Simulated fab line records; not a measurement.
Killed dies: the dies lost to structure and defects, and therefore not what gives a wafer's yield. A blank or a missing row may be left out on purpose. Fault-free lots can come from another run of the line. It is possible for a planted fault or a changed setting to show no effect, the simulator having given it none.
Matching of chambers || flow nandHarc || rieDiel-09 running NHARC_P_STI_ETCH_42: 4 sister chambers
The step etches the open film in N2/H2, target depth 80 nm, overetch 24 nm, time 61 s. 4 wafers are shown with their chamber, then 7 later ones without.

== WAFERS PAIRED WITH THEIR CHAMBERS ==
{"wafer": "L517.5", "chamber": 1, "drypumpMotorCurrentA (A)": 5.1}
{"wafer": "L517.6", "chamber": 0, "drypumpMotorCurrentA (A)": 5.4}
{"wafer": "L526.1", "chamber": 3, "drypumpMotorCurrentA (A)": 5.7}
{"wafer": "L526.4", "chamber": 2, "drypumpMotorCurrentA (A)": 5.3}

== WAFERS WITHOUT THEIR CHAMBER ==
{"wafer": "L526.5", "drypumpMotorCurrentA (A)": 5.2}
{"wafer": "L531.1", "drypumpMotorCurrentA (A)": 5.4}
{"wafer": "L531.2", "drypumpMotorCurrentA (A)": 5.3}
{"wafer": "L531.6", "drypumpMotorCurrentA (A)": 5.4}
{"wafer": "L533.1", "drypumpMotorCurrentA (A)": 5.4}
{"wafer": "L533.3", "drypumpMotorCurrentA (A)": 5.3}
{"wafer": "L533.4", "drypumpMotorCurrentA (A)": 5.6}

== CHAMBER TAKEN BY EACH ==
{"wafer": "L526.5", "from the rows above": "can't be placed: 2 or 1 or 0", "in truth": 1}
{"wafer": "L531.1", "from the rows above": "can't be placed: 0 or 2", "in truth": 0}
{"wafer": "L531.2", "from the rows above": "can't be placed: 2 or 0", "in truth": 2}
{"wafer": "L531.6", "from the rows above": "can't be placed: 0 or 2", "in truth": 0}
{"wafer": "L533.1", "from the rows above": "can't be placed: 0 or 2", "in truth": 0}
{"wafer": "L533.3", "from the rows above": "can't be placed: 2 or 0", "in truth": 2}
{"wafer": "L533.4", "from the rows above": "can't be placed: 3 or 0", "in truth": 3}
Correct placement for 0 of the 7. Cannot be placed on the basis of these rows: 7; the candidates contain the true chamber in 7. Number placed wrongly: 0.
How it was worked out, from the rows above alone: a wafer's distance from a chamber is the root of the sum, over the readings, of the square of ((its reading less the chamber's mean) divided by the reading's scatter). If the next closest chamber is less than 2 further off than the closest, the wafer can't be placed; otherwise it belongs to the closest. A chamber's mean is the mean of its shown wafers. The scatter (one wafer shown for each chamber): square how far every hidden wafer sits from the nearest shown wafer, average those squares and take the square root.
